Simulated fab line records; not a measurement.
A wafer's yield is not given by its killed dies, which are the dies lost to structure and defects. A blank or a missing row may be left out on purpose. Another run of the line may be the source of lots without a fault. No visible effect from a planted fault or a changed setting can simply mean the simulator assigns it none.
Matching of chambers | flow nand_harc | pecvd-04 running NHARC_A_STAIRCASE_DEP_301: 3 sister chambers
The step deposits SiON, target thk 30 nm. 30 wafers are shown with their chamber, then 12 later ones without.

== EACH WAFER AND ITS CHAMBER ==
wafer  | chamber | heater_power_w (W)
L075.1 | 0       | 852
L075.3 | 1       | 812
L075.4 | 0       | 884
L074.1 | 1       | 836
L074.2 | 0       | 904
L074.4 | 0       | 907
L076.2 | 1       | 764
L076.3 | 0       | 947
L076.4 | 1       | 763
L079.3 | 1       | 885
L079.5 | 0       | 880
L079.6 | 1       | 735
L082.1 | 0       | 937
L082.2 | 1       | 719
L082.3 | 2       | 628
L082.4 | 0       | 948
L082.5 | 2       | 629
L082.6 | 1       | 717
L086.2 | 2       | 682
L086.3 | 1       | 730
L086.4 | 1       | 737
L087.2 | 2       | 625
L087.3 | 0       | 863
L087.6 | 0       | 877
L088.3 | 1       | 771
L088.4 | 0       | 923
L088.6 | 1       | 796
L089.3 | 1       | 726
L089.5 | 0       | 959
L089.6 | 2       | 709

SIGNATURES, as means of the wafers listed above
reading        | chamber 0 | chamber 1 | chamber 2 | scatter within a chamber
heater_power_w | 906.75    | 768.54    | 654.60    | 43.7
Rule: for a wafer and a chamber, the distance is found by dividing, reading by reading, the gap between the wafer's reading and the chamber's mean by the reading's scatter, squaring, summing and taking the root. If the next closest chamber is less than 2 further off than the closest, the wafer can't be placed; otherwise it belongs to the closest. The scatter is the square root of a quotient: the sum, over the shown wafers, of each reading's squared deviation from its chamber's mean, divided by wafers minus chambers.

== WAFERS MISSING THEIR CHAMBER ==
wafer  | heater_power_w (W)
L093.2 | 868
L093.3 | 841
L093.5 | 864
L094.1 | 735
L094.3 | 776
L094.4 | 576
L096.1 | 840
L096.3 | 654
L096.5 | 636
L097.2 | 904
L097.3 | 839
L097.4 | 937

== WHICH CHAMBER EACH ONE RAN IN ==
wafer  | from the rows above     | in truth
L093.2 | can't be placed: 0 or 1 | 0
L093.3 | can't be placed: 0 or 1 | 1
L093.5 | can't be placed: 0 or 1 | 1
L094.1 | can't be placed: 1 or 2 | 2
L094.3 | 1                       | 1
L094.4 | 2                       | 2
L096.1 | can't be placed: 0 or 1 | 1
L096.3 | 2                       | 2
L096.5 | 2                       | 2
L097.2 | 0                       | 0
L097.3 | can't be placed: 0 or 1 | 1
L097.4 | 0                       | 0
Placed correctly: 6 of 12. Unplaceable from these rows: 6, with the true chamber sitting among the candidates in 6. 0 placed wrongly.
